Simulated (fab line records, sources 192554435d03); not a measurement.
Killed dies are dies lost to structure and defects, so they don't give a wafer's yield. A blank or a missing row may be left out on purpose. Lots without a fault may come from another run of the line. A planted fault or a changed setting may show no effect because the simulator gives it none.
Chamber matching | flow n5_finfet | N5_MOL_CONTACT_COAG_ETCH_89 on rie_diel-04: 4 sister chambers
The step etches underlayer in N2/H2, target depth 13 nm, time 10.4 s. 18 wafers are shown with their chamber, then 9 later ones without.

WAFERS WITH THEIR CHAMBER
wafer  | chamber | drypump_motor_current_A (A) | oes_product_au (a.u.) | throttle_valve_pct (%)
L074.1 | 2       | 5.5                         | 0.75                  | 17.2
L074.2 | 0       | 6.0                         | 0.63                  | 17.6
L074.3 | 0       | 6.1                         | 0.63                  | 17.6
L074.4 | 2       | 5.5                         | 0.76                  | 17.3
L074.5 | 0       | 6.1                         | 0.63                  | 17.6
L074.6 | 2       | 5.5                         | 0.74                  | 17.2
L078.1 | 0       | 6.1                         | 0.62                  | 17.6
L078.2 | 2       | 5.5                         | 0.73                  | 17.3
L078.3 | 1       | 5.4                         | 0.81                  | 17.8
L078.4 | 3       | 4.9                         | 0.65                  | 18.0
L078.5 | 1       | 5.4                         | 0.81                  | 17.8
L078.6 | 0       | 6.1                         | 0.62                  | 17.6
L080.2 | 1       | 5.4                         | 0.81                  | 17.8
L080.4 | 2       | 5.5                         | 0.72                  | 17.3
L080.5 | 0       | 6.0                         | 0.63                  | 17.7
L082.1 | 2       | 5.5                         | 0.72                  | 17.3
L082.4 | 3       | 4.9                         | 0.65                  | 18.0
L082.5 | 3       | 5.0                         | 0.65                  | 18.0

SIGNATURES (means of the wafers above)
reading                 | chamber 0 | chamber 1 | chamber 2 | chamber 3 | scatter within a chamber
drypump_motor_current_A | 6.067     | 5.400     | 5.500     | 4.933     | 0.0378
oes_product_au          | 0.6267    | 0.8100    | 0.7367    | 0.6500    | 0.0102
throttle_valve_pct      | 17.617    | 17.800    | 17.267    | 18.000    | 0.0393
Rule: a wafer's distance from a chamber is the root of the sum, over the readings, of the square of ((its reading less the chamber's mean) divided by the reading's scatter). The wafer belongs to the nearest chamber; if the next one is less than 2 further off, it can't be placed. The scatter: the root of (the sum of the squares of (reading less its chamber's mean) over the shown wafers, divided by (wafers less chambers)).

WAFERS WITHOUT THEIR CHAMBER
wafer  | drypump_motor_current_A (A) | oes_product_au (a.u.) | throttle_valve_pct (%)
L094.1 | 6.1                         | 0.60                  | 17.7
L094.4 | 6.1                         | 0.60                  | 17.7
L094.5 | 5.5                         | 0.70                  | 17.3
L095.1 | 6.1                         | 0.60                  | 17.7
L095.3 | 5.5                         | 0.68                  | 17.3
L095.6 | 5.4                         | 0.74                  | 17.8
L096.2 | 6.1                         | 0.61                  | 17.7
L096.3 | 5.4                         | 0.74                  | 17.8
L096.5 | 6.1                         | 0.60                  | 17.7

WHICH CHAMBER EACH WENT THROUGH
wafer  | from the rows above | in truth
L094.1 | 0                   | 0
L094.4 | 0                   | 0
L094.5 | 2                   | 2
L095.1 | 0                   | 0
L095.3 | 2                   | 2
L095.6 | 1                   | 1
L096.2 | 0                   | 0
L096.3 | 1                   | 1
L096.5 | 0                   | 0
Placed correctly: 9 of 9. Can't be placed from these rows: 0. Placed wrongly: 0.
